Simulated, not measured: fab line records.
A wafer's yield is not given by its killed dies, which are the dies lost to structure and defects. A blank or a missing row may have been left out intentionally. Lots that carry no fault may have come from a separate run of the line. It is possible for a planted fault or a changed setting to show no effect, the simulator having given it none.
8D (eight disciplines) problem report, filled in by code :: flow n5-finfet :: the parts of the form that need people (team, actions taken, sign-off) are left out

1. WHAT IS WRONG
cd-nm at N5_BEOL_M9_CD_MEAS_28 reads a mean of 66.58 nm on 6 wafers of 2 lots; wafers without a fault read 70.05 nm with a standard deviation of 0.27. That puts it -13 standard deviations away from the usual mean.
The step: target cd 70 nm.
The first sign was on wafer L324.1 at day 12 18:27, on cd-sem-03. The record holds 35 wafers of 12 lots with a number at this step. By rule, "out" or "out of limits" means more than 4 standard deviations away from the usual mean. The other wafers with a number count as sound.

2. WHAT IT IS; WHAT IT IS NOT
question: which readings at this step
is: cd-nm
is not: -

question: which lots
is: L322, L324
is not: L312, L313, L314, L316, L317, L318, L326, L327, L329, L332

question: which wafers of those lots
is: all that have a number
is not: -

question: read on which gauges
is: cd-sem-01, cd-sem-03
is not: cd-sem-02

question: when
is: from day 12 18:27
is not: up to then (17 sound wafers); but 12 sound wafers of L326, L327, L329, L332 came after

3. THE SUSPECTS, EACH WITH WHAT RULES IT OUT
Counting: any tool at a process step up to the reading is kept as a suspect provided that every lot that is out went through it and no sound lot did after the first of them.
- the gauge at N5_BEOL_M9_CD_MEAS_28 is ruled out. The wafers that are out were read on 2 gauges (cd-sem-01, cd-sem-03).
- pvd-sputter-01 at N5_BEOL_M8_PRE_CLEAN_45 (time 30 s): ruled out as a lasting fault. Following L324 (day 12 12:29), the first lot on it that is out, the sound lots L329 were run on it.
- euv-scanner-02 at N5_BEOL_M9_EXPOSE_25 (exposes mask V8): kept. It processed each lot that is out, first L324 at day 12 18:19, and no sound lot thereafter; up to then, the last sound lot it processed was L317 at day 11 10:48. Out on those wafers are its own readings of exposure-dose-mJ-cm2.
Left after counting: euv-scanner-02 at N5_BEOL_M9_EXPOSE_25.

4. THE CAUSE (what the simulator had put in)
Process parameters drifting: euv-scanner-02 at N5_BEOL_M9_EXPOSE_25, beginning at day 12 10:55. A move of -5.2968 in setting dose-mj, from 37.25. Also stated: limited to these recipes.
The count eliminated every tool but this one.

5. THE EFFECT CHAIN, in route order
Each row: a reading whose mean over the struck wafers that have a number lies more than 3 standard deviations from the usual. Scope: only readings with a usual standard deviation given in the record; hours: median across lots of the time from each lot's start at the first step in this table that gives one to its start at this step; sigmas: change in usual standard deviations.
hours: 0
step: N5_BEOL_M9_EXPOSE_25
reading: exposure-dose-mJ-cm2
usual: 37.12
on struck wafers: 32.33
change: -4.79
sigmas: -99 or more

hours: 0
step: N5_BEOL_M9_CD_MEAS_28
reading: cd-nm
usual: 70.05 nm
on struck wafers: 66.58
change: -3.47
sigmas: -13
Process steps it contains:
- N5_BEOL_M9_EXPOSE_25: exposes mask V8.
Later steps that measure or inspect, where all struck wafers having a row at the step show a number for every such reading and not one has moved that far: N5_BEOL_M9_INSPECT_30, N5_BEOL_M9_CD_MEAS_35.

6. WHAT WOULD HAVE CAUGHT IT SOONER
8 hours passed between the start of the fault at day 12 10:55 and the first reading out of limits at a measuring or inspecting step in this record, taken at day 12 18:27.
Tool's own readings at N5_BEOL_M9_EXPOSE_25, exposure-dose-mJ-cm2: out on all struck wafers the step has rows for; an alarm limit on them would have tripped on the first.
Lots out: 2; of these, L322 started N5_BEOL_M9_EXPOSE_25 on euv-scanner-02 after day 12 18:27. A hold on the tool at that time would have spared it.
